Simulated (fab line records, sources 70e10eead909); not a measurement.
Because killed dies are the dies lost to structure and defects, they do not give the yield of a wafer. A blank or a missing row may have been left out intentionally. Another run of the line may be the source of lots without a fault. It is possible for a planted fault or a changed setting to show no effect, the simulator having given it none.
The tool behind it: which one?	flow nand harc	Sampling: 14 lots, 42 wafers, 2 of 1302 route steps

== WHAT THE GAUGES READ, wafer by wafer ==
NHARC_A_M1_INSPECT_27. Usual: raw defect count 530, standard deviation 140.
lot	measured	on	raw defect count	flag
L566	day 22 23:53	defect inspect-01	745 503 554	
L567	day 23 03:49	defect inspect-01	340 452 457	
L569	day 24 12:04	defect inspect-01	508 741 612	
L568	day 24 12:45	defect inspect-01	395 315 366	
L571	day 24 22:52	defect inspect-01	556 897 653	
L573	day 25 16:40	defect inspect-02	424 516 445	
L572	day 25 16:56	defect inspect-02	526 520 578	
L574	day 26 07:53	defect inspect-02	367 435 389	
L576	day 27 10:20	defect inspect-02	482 496 437	
L575	day 27 17:30	defect inspect-02	419 525 345	
L578	day 28 22:50	defect inspect-01	481 456 909	
L582	day 29 15:45	defect inspect-02	651 424 559	
L584	day 30 15:35	defect inspect-02	597 612 419	
L583	day 30 16:16	defect inspect-01	428 698 449	

NHARC_A_BONDPAD_THK_MEAS_30: measures by ellipsometry. Usual: thk nm 200.7 nm, standard deviation 1.7.
lot	measured	on	thk nm (nm)	flag
L566	day 23 01:16	film metro-01	198.5 197.3 199.0	
L567	day 23 05:10	film metro-01	201.7 200.5 202.2	
L569	day 24 13:25	film metro-02	198.0 201.3 199.4	
L568	day 24 14:07	film metro-01	202.2 203.0 203.8	
L571	day 25 00:13	film metro-02	202.4 202.4 202.1	
L573	day 25 18:01	film metro-02	199.4 199.9 197.7	
L572	day 25 18:22	film metro-02	203.1 200.9 201.9	
L574	day 26 09:15	film metro-02	201.0 203.9 205.3	
L576	day 27 11:50	film metro-01	198.8 199.0 199.9	
L575	day 27 19:41	film metro-01	202.3 204.4 201.3	
L578	day 29 00:20	film metro-02	201.2 200.4 199.8	
L582	day 29 17:06	film metro-02	200.6 202.3 199.8	
L584	day 30 16:57	film metro-01	200.0 202.5 201.7	
L583	day 30 17:58	film metro-01	201.7 200.3 202.3	

== WHAT TOOL EACH LOT RAN ON (gives the tool, then ch and the chambers of the sampled wafers, and finally the start) ==
The record holds no process step before these readings.

== AS READ BY THE TOOLS THEMSELVES (means over the sampled wafers that have a number; for cases with no such wafer, the mark the record gives instead) ==
The record holds no such reading with a usual standard deviation.

== THE ANSWER, worked out from the rows above alone ==
Rule: lot off if the mean of its wafers having a number is beyond 3 standard deviations from the usual mean. A lot without any number at a reading at which 4 lots or more have one is off too. The other lots that the step has rows for count as sound. Order of review: gauges by route order, followed by the tools' own readings, for which a lot's mean as printed above is used. At the first step where some lot is off, the reading lying furthest off is the one used; lots without a number count as furthest.
No lot is off on any of the readings shown, so nothing can be concluded from this.

== WHAT THE SIMULATOR PUT IN ==
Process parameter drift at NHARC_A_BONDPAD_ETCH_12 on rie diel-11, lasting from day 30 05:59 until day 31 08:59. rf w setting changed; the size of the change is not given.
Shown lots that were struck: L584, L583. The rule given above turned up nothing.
